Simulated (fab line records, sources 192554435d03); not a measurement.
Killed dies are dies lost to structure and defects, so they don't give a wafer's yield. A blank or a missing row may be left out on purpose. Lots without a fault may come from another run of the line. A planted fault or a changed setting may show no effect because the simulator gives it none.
Split-lot experiment | flow n5_finfet | 7 lots, 39 wafers read, on a route of 1938 steps

THE SPLIT
At N5_ZERO_LAYER_DEVELOP_10 (develop time 60 s), the setting develop_time_s was moved away from the recipe's 60 s on 15 of the 39 wafers read, by -29.9% to +52.2%. The other wafers ran this setting at the recipe's value.

FROM THE SPLIT TO THE READING: what the file shows between them, 1 step
- N5_ZERO_LAYER_HARDBAKE_23: time 120 s

THE READING
cd_nm, in nm, at N5_ZERO_LAYER_CD_MEAS_11 (target cd 2000 nm). Fault-free wafers of this fab line usually give 2000.1 nm, standard deviation 2.2 nm.

wafer  | tool, chamber at the split | develop_time_s as run, s | against the recipe | cd_nm, nm | against lot-mates on the recipe
L075.1 | litho_track-03, 0          | 42.03                    | -29.9%             | 1991.5    | -10.9
L075.2 | litho_track-03, 0          | 60                       | recipe             | 2001.4    | -
L075.3 | litho_track-03, 0          | 42.03                    | -29.9%             | 1994.3    | -8.1
L075.4 | litho_track-03, 0          | 60                       | recipe             | 2004.8    | -
L075.5 | litho_track-03, 0          | 60                       | recipe             | 2001.0    | -
L075.6 | litho_track-03, 0          | 42.03                    | -29.9%             | 1995.2    | -7.2
L082.1 | litho_track-04, 0          | 60                       | recipe             | 2003.9    | -
L082.2 | litho_track-04, 0          | 60                       | recipe             | 2001.5    | -
L082.3 | litho_track-04, 0          | 60                       | recipe             | 2003.8    | -
L082.4 | litho_track-04, 0          | 60                       | recipe             | 1999.5    | -
L082.5 | litho_track-04, 0          | 60                       | recipe             | 2003.0    | -
L082.6 | litho_track-04, 0          | 60                       | recipe             | 1999.4    | -
L083.2 | litho_track-04, 0          | 60                       | recipe             | 2005.4    | -
L083.3 | litho_track-04, 0          | 60                       | recipe             | 2002.5    | -
L083.4 | litho_track-04, 0          | 60                       | recipe             | 2003.1    | -
L084.1 | litho_track-05, 0          | 60                       | recipe             | 2002.4    | -
L084.2 | litho_track-05, 0          | 91.32                    | +52.2%             | 2009.8    | +8.4
L084.3 | litho_track-05, 0          | 60                       | recipe             | 2000.2    | -
L084.4 | litho_track-05, 0          | 91.32                    | +52.2%             | 2008.6    | +7.2
L084.5 | litho_track-05, 0          | 60                       | recipe             | 2001.6    | -
L084.6 | litho_track-05, 0          | 91.32                    | +52.2%             | 2014.1    | +12.7
L085.1 | litho_track-05, 0          | 60                       | recipe             | 2002.0    | -
L085.2 | litho_track-05, 0          | 60                       | recipe             | 2005.4    | -
L085.3 | litho_track-05, 0          | 48.53                    | -19.1%             | 1993.5    | -8.9
L085.4 | litho_track-05, 0          | 48.53                    | -19.1%             | 1995.2    | -7.2
L085.5 | litho_track-05, 0          | 60                       | recipe             | 1999.7    | -
L085.6 | litho_track-05, 0          | 48.53                    | -19.1%             | 1996.0    | -6.4
L090.1 | litho_track-04, 0          | 86.43                    | +44.1%             | 2005.9    | +7.6
L090.2 | litho_track-04, 0          | 60                       | recipe             | 1998.6    | -
L090.3 | litho_track-04, 0          | 60                       | recipe             | 1997.2    | -
L090.4 | litho_track-04, 0          | 86.43                    | +44.1%             | 2007.9    | +9.6
L090.5 | litho_track-04, 0          | 86.43                    | +44.1%             | 2004.9    | +6.6
L090.6 | litho_track-04, 0          | 60                       | recipe             | 1999.1    | -
L093.1 | litho_track-03, 0          | 82.08                    | +36.8%             | 2005.1    | +6.0
L093.2 | litho_track-03, 0          | 60                       | recipe             | 1998.9    | -
L093.3 | litho_track-03, 0          | 60                       | recipe             | 2000.3    | -
L093.4 | litho_track-03, 0          | 60                       | recipe             | 1998.2    | -
L093.5 | litho_track-03, 0          | 82.08                    | +36.8%             | 2005.8    | +6.7
L093.6 | litho_track-03, 0          | 82.08                    | +36.8%             | 2004.2    | +5.1

THE FIT
A straight line over all 39 wafers: cd_nm changes by +0.174 nm for each +1% of develop_time_s; r = +0.85; the points scatter about the line by 2.5 nm.
The same after taking each lot's own level away (the mean of its wafers on the recipe; 39 wafers): +0.21 nm for each +1%; r = +0.93; scatter 2 nm.
On that fit, the largest move of develop_time_s shifts the reading by 11 nm.
The lots' own levels span 1998.30 to 2003.67 nm, that is 2.4 times the standard deviation above.
So the lot-to-lot level changes the slope: the two fits differ.
Check: with one of the wafers moved furthest among these (+52.2%) left out of the fit, the line predicts +10.4 nm for it against its lot-mates. It came out at +8.4 nm against them.

THE FILE'S OWN FIT
cd_nm changes by +0.201 nm for each +1% of develop_time_s, r = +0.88.
